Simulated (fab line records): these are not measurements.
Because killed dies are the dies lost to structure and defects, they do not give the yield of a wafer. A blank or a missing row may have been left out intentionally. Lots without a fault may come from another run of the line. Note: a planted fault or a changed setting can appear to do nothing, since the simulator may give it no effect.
Chamber matching	flow n5Finfet	N5_BEOL_M4_CO_CAP_55 on cvdCo-02 has 3 sister chambers
The step material Co, precursor CCTBA/H2, target thk 2 nm, time 102.1 s. 6 wafers are shown with their chamber, then 12 later ones without.

## WAFERS PAIRED WITH THEIR CHAMBERS
wafer	chamber	heaterPowerW (W)
L093.1	0	234
L093.3	1	274
L093.5	2	212
L091.1	1	275
L091.4	2	207
L091.6	0	232

## WAFERS WHOSE CHAMBER IS MISSING
wafer	heaterPowerW (W)
L096.1	212
L096.2	263
L096.3	231
L096.4	264
L096.5	211
L096.6	226
L097.1	205
L097.2	268
L097.3	236
L097.4	200
L097.5	233
L097.6	269

## WHICH CHAMBER EACH ONE RAN IN
wafer	from the rows above	in truth
L096.1	2	2
L096.2	1	1
L096.3	0	0
L096.4	1	1
L096.5	2	2
L096.6	0	0
L097.1	2	2
L097.2	1	1
L097.3	0	0
L097.4	2	2
L097.5	0	0
L097.6	1	1
Placed correctly: 12 of 12. Not placeable from these rows: 0. Number placed wrongly: 0.
How it was worked out, from the rows above alone: a wafer's distance from a chamber is the root of the sum, over the readings, of the square of ((its reading less the chamber's mean) divided by the reading's scatter). If the next closest chamber is less than 2 further off than the closest, the wafer can't be placed; otherwise it belongs to the closest. The mean given for a chamber averages the wafers shown for that chamber. How the scatter is found: for the shown wafers, subtract from each reading the mean of its chamber, square and add these, divide the total by (wafers less chambers), then take the root.
